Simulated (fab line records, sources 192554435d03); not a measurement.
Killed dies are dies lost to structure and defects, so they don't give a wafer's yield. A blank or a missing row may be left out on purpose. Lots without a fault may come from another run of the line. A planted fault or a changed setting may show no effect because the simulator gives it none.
Which tool did it? | flow n5_finfet | 10 lots, 30 wafers sampled, at 5 steps of a route of 1938

WHAT THE GAUGES READ, wafer by wafer
N5_BEOL_M15_THK_MEAS_01.
lot  | measured     | on            | M15_ILD_THK (nm)
L306 | day 11 01:29 | film_metro-01 | 1612 1617 1647
L309 | day 12 11:15 | film_metro-02 | 1638 1644 1630
L311 | day 13 07:16 | film_metro-01 | 1893 1657 1664
L315 | day 13 21:21 | film_metro-01 | 1871 1878 1648
L322 | day 15 18:07 | film_metro-02 | 1621 1630 1643
L324 | day 16 02:17 | film_metro-01 | 1611 1650 1664
L325 | day 16 02:25 | film_metro-02 | 1631 1656 1659
L326 | day 17 06:19 | film_metro-02 | 1623 1640 1637
L329 | day 17 20:35 | film_metro-02 | 1617 1607 1625
L328 | day 18 11:55 | film_metro-02 | 1658 1634 1618

WHICH TOOL RAN EACH LOT (tool, then ch and the chambers of the sampled wafers, then the start)
lot  | N5_BEOL_M14_DESCUM_33              | N5_BEOL_M14_ETCH_67                | N5_BEOL_M14_PRE_CLEAN_42     | N5_BEOL_M15_ILD_DEP_00
L306 | rie_diel-04 ch 0,2,3, day 10 21:04 | rie_diel-04 ch 0,2,3, day 10 21:06 | pvd_sputter-02, day 10 23:32 | pecvd-04 ch 0,1,2, day 11 01:14
L309 | rie_diel-04 ch 1,2,3, day 12 06:52 | rie_diel-04 ch 1,2,3, day 12 06:58 | pvd_sputter-03, day 12 09:10 | pecvd-01 ch 0,1,2, day 12 11:07
L311 | rie_diel-02 ch 0,1,3, day 13 00:31 | rie_diel-02 ch 0,1,3, day 13 00:33 | pvd_sputter-02, day 13 05:43 | pecvd-04 ch 0,1, day 13 07:01
L315 | rie_diel-04 ch 0,1,3, day 13 18:50 | rie_diel-04 ch 0,1,3, day 13 18:52 | pvd_sputter-03, day 13 19:47 | pecvd-04 ch 0,1,2, day 13 21:05
L322 | rie_diel-02 ch 0,1,2, day 15 14:10 | rie_diel-02 ch 0,1,2, day 15 14:12 | pvd_sputter-03, day 15 16:35 | pecvd-03 ch 0,1,2, day 15 17:52
L324 | rie_diel-02 ch 0,2,3, day 15 23:01 | rie_diel-02 ch 0,2,3, day 15 23:03 | pvd_sputter-01, day 16 00:45 | pecvd-01 ch 0,1,2, day 16 02:02
L325 | rie_diel-01 ch 1,2, day 15 23:13   | rie_diel-01 ch 1,2, day 15 23:14   | pvd_sputter-03, day 16 00:52 | pecvd-04 ch 0,1, day 16 02:10
L326 | rie_diel-04 ch 0,2,3, day 17 02:36 | rie_diel-04 ch 0,2,3, day 17 02:38 | pvd_sputter-03, day 17 04:40 | pecvd-04 ch 0,2, day 17 05:57
L329 | rie_diel-01 ch 0,1, day 17 17:23   | rie_diel-01 ch 0,1, day 17 17:25   | pvd_sputter-03, day 17 19:00 | pecvd-03 ch 0,2, day 17 20:20
L328 | rie_diel-02 ch 0,1,3, day 18 05:35 | rie_diel-02 ch 0,1,3, day 18 05:41 | pvd_sputter-02, day 18 09:42 | pecvd-03 ch 0,1,2, day 18 11:46
- N5_BEOL_M14_DESCUM_33: chemistry O2, time 7.9 s.
- N5_BEOL_M14_ETCH_67: etches SiARC in CF4, target depth 143 nm, time 238.3 s.
- N5_BEOL_M14_PRE_CLEAN_42: time 30 s.
- N5_BEOL_M15_ILD_DEP_00: deposits SiO2 from TEOS/O2, target thk 1629.3 nm, time 346.1 s.

WHAT THE TOOLS THEMSELVES READ (means of the sampled wafers that have a number; where no wafer has one, the mark that the record gives instead)
N5_BEOL_M14_DESCUM_33.
lot  | tool        | drypump_motor_current_A (A) | oes_product_au (a.u.) | rf_vpp_V (V) | showerhead_plenum_p_Torr (Torr) | throttle_valve_pct (%)
L306 | rie_diel-04 | 5.6                         | 0.79                  | 242.5        | 2.10                            | 20.53
L309 | rie_diel-04 | 5.5                         | 0.83                  | 242.8        | 2.09                            | 20.47
L311 | rie_diel-02 | 5.1                         | 0.82                  | 243.1        | 2.13                            | 20.53
L315 | rie_diel-04 | 5.6                         | 0.87                  | 243.1        | 2.07                            | 20.40
L322 | rie_diel-02 | 5.3                         | 0.78                  | 243.3        | 2.10                            | 20.60
L324 | rie_diel-02 | 5.4                         | 0.75                  | 243.6        | 2.12                            | 20.48
L325 | rie_diel-01 | 6.0                         | 0.88                  | 243.5        | 2.15                            | 20.19
L326 | rie_diel-04 | 5.6                         | 0.81                  | 242.8        | 2.09                            | 20.48
L329 | rie_diel-01 | 5.7                         | 0.85                  | 243.7        | 2.14                            | 20.19
L328 | rie_diel-02 | 5.2                         | 0.88                  | 243.3        | 2.12                            | 20.49

N5_BEOL_M14_ETCH_67.
lot  | tool        | drypump_motor_current_A (A) | etch_rf_on_time_s (s) | oes_product_au (a.u.) | rf_vpp_V (V) | showerhead_plenum_p_Torr (Torr) | throttle_valve_pct (%)
L306 | rie_diel-04 | 5.6                         | 237                   | 0.67                  | 183.3        | 2.15                            | 15.69
L309 | rie_diel-04 | 5.5                         | 235                   | 0.71                  | 184.3        | 2.14                            | 15.60
L311 | rie_diel-02 | 5.2                         | 238                   | 0.70                  | 184.8        | 2.18                            | 15.71
L315 | rie_diel-04 | 5.6                         | 237                   | 0.73                  | 183.6        | 2.12                            | 15.54
L322 | rie_diel-02 | 5.3                         | 238                   | 0.67                  | 185.6        | 2.14                            | 15.75
L324 | rie_diel-02 | 5.4                         | 237                   | 0.65                  | 184.6        | 2.16                            | 15.69
L325 | rie_diel-01 | 5.9                         | 239                   | 0.76                  | 184.2        | 2.20                            | 15.36
L326 | rie_diel-04 | 5.6                         | 235                   | 0.70                  | 183.4        | 2.13                            | 15.61
L329 | rie_diel-01 | 5.7                         | 241                   | 0.72                  | 184.3        | 2.20                            | 15.39
L328 | rie_diel-02 | 5.2                         | 235                   | 0.75                  | 184.3        | 2.16                            | 15.65

N5_BEOL_M14_PRE_CLEAN_42.
lot  | tool           | heater_power_w (W)
L306 | pvd_sputter-02 | 429
L309 | pvd_sputter-03 | 467
L311 | pvd_sputter-02 | 428
L315 | pvd_sputter-03 | 451
L322 | pvd_sputter-03 | 473
L324 | pvd_sputter-01 | 386
L325 | pvd_sputter-03 | 446
L326 | pvd_sputter-03 | 478
L329 | pvd_sputter-03 | 477
L328 | pvd_sputter-02 | 488

N5_BEOL_M15_ILD_DEP_00.
lot  | tool     | heater_power_w (W) | run_length_s (s) | showerhead_plenum_p_Torr (Torr) | throttle_valve_pct (%)
L306 | pecvd-04 | 534                | 389.3            | 8.363                           | 18.8
L309 | pecvd-01 | 451                | 389.0            | 8.326                           | 18.5
L311 | pecvd-04 | 570                | 406.3            | 8.370                           | 19.2
L315 | pecvd-04 | 568                | 424.0            | 8.364                           | 18.9
L322 | pecvd-03 | 560                | 388.5            | 8.347                           | 19.4
L324 | pecvd-01 | 447                | 389.0            | 8.337                           | 18.6
L325 | pecvd-04 | 573                | 389.3            | 8.366                           | 18.9
L326 | pecvd-04 | 586                | 389.0            | 8.364                           | 18.7
L329 | pecvd-03 | 651                | 388.4            | 8.338                           | 19.1
L328 | pecvd-03 | 509                | 388.4            | 8.345                           | 19.5

THE ANSWER, worked out from the rows above alone
Rule: what is usual is taken from the lots themselves. Put in order of their means at a reading, lots are off if they are a third of the lots or fewer, leave a main group of 4 or more, and stand apart from it by a gap of 3 or more times the standard deviation of the main group's means; of several such gaps the widest counts. A main group whose means are all the same, to the digits that the tables above print for the reading, isn't used. A lot without any number at a reading at which 4 lots or more have one is off too. The other lots that the step has rows for count as sound. The gauges are gone through in route order, then the tools' own readings, and for those a lot's mean is taken as printed above. The first step at which some lot is off is used, and at that step the reading that is off furthest; a lot without a number counts as furthest.
Off: L311, L315, at N5_BEOL_M15_THK_MEAS_01 (M15_ILD_THK). The main group: mean 1634 nm, standard deviation 9.3.
A tool fits if, at a process step before that reading, it ran every lot that is off, and no sound lot after the first of them. The gauges at N5_BEOL_M15_THK_MEAS_01 aren't tried: what is off there is off at N5_BEOL_M15_ILD_DEP_00 too, on other tools, and a gauge's error can't cause that. None of those tried fits.

WHAT THE SIMULATOR HAD PUT IN
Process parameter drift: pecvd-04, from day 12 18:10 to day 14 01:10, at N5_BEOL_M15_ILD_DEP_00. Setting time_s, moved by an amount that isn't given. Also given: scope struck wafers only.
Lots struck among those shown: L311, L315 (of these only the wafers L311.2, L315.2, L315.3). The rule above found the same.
